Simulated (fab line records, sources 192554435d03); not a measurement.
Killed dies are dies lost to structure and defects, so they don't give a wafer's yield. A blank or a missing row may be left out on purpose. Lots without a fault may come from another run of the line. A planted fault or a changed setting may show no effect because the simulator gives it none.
Problem report in the 8D (eight disciplines) form, filled by code | flow n5_finfet | the parts of the form that need people (team, actions taken, sign-off) are left out

1. THE PROBLEM
killed_at_contacts at N5_PASSIVATION_PROBE_49 reads a mean of 819 on 3 wafers of 3 lots; wafers without a fault read 13 with a standard deviation of 6.7. That is +99 or more standard deviations from the usual mean.
First seen on wafer L729.1, day 14 16:20, on prober-02. The record holds 7 wafers of 3 lots with a number at this step. Rule for "out", or "out of limits": more than 4 standard deviations from the usual mean. The other wafers with a number count as sound.

2. WHAT IT IS AND WHAT IT IS NOT
question                    | is                                                                                                                     | is not
which readings at this step | killed_at_contacts, defect_limited_yield, killed_dies, killed_on_rim, sort_bin_5_function, sort_n_pass, sort_yield_pct | killed_at_M4_up, killed_at_front_end, killed_at_other, killed_open, killed_short, sort_bin_6_memory
which lots                  | L729, L730, L731                                                                                                       | -
which wafers of those lots  | L729.1, L730.1, L731.2                                                                                                 | L729.4, L729.6, L730.4, L731.5
read on which tools         | prober-01, prober-02                                                                                                   | -
when                        | from day 14 16:20                                                                                                      | up to then (0 sound wafers); but 4 sound wafers of L729, L730, L731 came after

3. SUSPECTS, AND WHAT RULES EACH OUT
Counting: a tool at a process step up to the reading stays a suspect if it ran every lot that is out. Sound lots after the first of them don't rule it out here, since some wafers of a struck lot are sound.
- cvd_co-02 at N5_MOL_CONTACT_COAG_CO_FILL_22 (material Co, precursor CCTBA/H2, target thk 20 nm): kept. It ran every lot that is out, first L729 (day 6 15:23).
- ald_sin-03 at N5_MOL_CONTACT_COAG_ALD_131 (deposits SiO2, target thk 5 nm, pulse time 1 s, co reactant pulse time 1 s): kept. It ran every lot that is out, first L729 (day 6 23:05).
Left after counting: cvd_co-02 at N5_MOL_CONTACT_COAG_CO_FILL_22, ald_sin-03 at N5_MOL_CONTACT_COAG_ALD_131.

4. THE CAUSE (what the simulator had put in)
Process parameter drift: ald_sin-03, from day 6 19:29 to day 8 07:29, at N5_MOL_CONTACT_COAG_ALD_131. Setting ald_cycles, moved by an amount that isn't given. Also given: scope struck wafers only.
Counting left 2 suspects, and this tool is among them.

5. THE CHAIN OF EFFECTS, in route order
Each row: a reading whose mean over the struck wafers that have a number lies more than 3 standard deviations from the usual. Only readings for which the record gives a usual standard deviation are gone through. hours: the time from each lot's start at the first step in this table that gives one to its start at this step, as a median over the lots. sigmas: the change in usual standard deviations.
hours | step                    | reading              | usual  | on struck wafers | change | sigmas
0     | N5_PASSIVATION_PROBE_49 | defect_limited_yield | 91.2 % | 23.8             | -67.4  | -45
0     | N5_PASSIVATION_PROBE_49 | killed_at_contacts   | 13     | 819              | +806   | +99 or more
0     | N5_PASSIVATION_PROBE_49 | killed_dies          | 103    | 899              | +796   | +47
0     | N5_PASSIVATION_PROBE_49 | killed_on_rim        | 14     | 114              | +100   | +23
0     | N5_PASSIVATION_PROBE_49 | sort_bin_5_function  | 5.2 %  | 72.9             | +67.7  | +72
0     | N5_PASSIVATION_PROBE_49 | sort_n_pass          | 1077   | 281              | -796   | -47
0     | N5_PASSIVATION_PROBE_49 | sort_yield_pct       | 91.2 % | 23.8             | -67.4  | -45
The process steps in it:
- N5_PASSIVATION_PROBE_49

6. WHAT WOULD HAVE CAUGHT IT SOONER
In this record the first reading out of limits was taken at day 14 16:20, 189 hours after the fault began at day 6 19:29.
Of the tool readings at N5_MOL_CONTACT_COAG_ALD_131 for which the record gives a usual standard deviation, none was out on any struck wafer, so an alarm limit of 4 standard deviations on them would not have fired.
All the lots that are out (3) had begun N5_MOL_CONTACT_COAG_ALD_131 on ald_sin-03 by day 14 16:20. A hold on the tool at that time would have spared none of them.
